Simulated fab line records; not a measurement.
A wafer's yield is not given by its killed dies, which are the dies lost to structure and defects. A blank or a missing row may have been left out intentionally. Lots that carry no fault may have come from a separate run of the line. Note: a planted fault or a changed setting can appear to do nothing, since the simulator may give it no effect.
Chamber matching    flow nandHarc    4 sister chambers for NHARC_A_BLC_STRIP_21 on rieDiel-04
The step strips in O2. 8 wafers are shown with their chamber, then 7 later ones without.

EACH WAFER AND ITS CHAMBER
wafer   chamber  oesProductAu (a.u.)  rfVppV (V)
L519.2  2        0.994                59.2
L521.1  2        0.983                58.3
L522.2  3        1.021                58.7
L525.2  1        1.009                57.8
L525.4  3        1.025                56.7
L525.6  0        1.020                57.8
L530.2  0        1.017                56.8
L530.3  1        1.010                58.2

WAFERS MISSING THEIR CHAMBER
wafer   oesProductAu (a.u.)  rfVppV (V)
L530.4  1.007                58.2
L531.1  1.006                58.2
L531.2  1.005                58.3
L531.5  0.993                59.3
L538.2  0.997                57.4
L538.3  1.020                57.2
L538.5  1.022                57.4

WHICH CHAMBER EACH ONE RAN IN
wafer    from the rows above       in truth
L530.4   1                         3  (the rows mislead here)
L531.1   1                         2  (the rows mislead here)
L531.2   1                         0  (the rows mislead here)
L531.5   2                         2
L538.2   can't be placed: 2 or 1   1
L538.3   can't be placed: 0 or 3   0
L538.5   can't be placed: 3 or 0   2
Placed correctly: 1 of 7. Cannot be placed on the basis of these rows: 3; the candidates contain the true chamber in 2. Placed wrongly: 3.
How it was worked out, from the rows above alone: a wafer's distance from a chamber is the root of the sum, over the readings, of the square of ((its reading less the chamber's mean) divided by the reading's scatter). If the next closest chamber is less than 2 further off than the closest, the wafer can't be placed; otherwise it belongs to the closest. A chamber's mean is the mean of its shown wafers. The scatter is the square root of a quotient: the sum, over the shown wafers, of each reading's squared deviation from its chamber's mean, divided by wafers minus chambers.
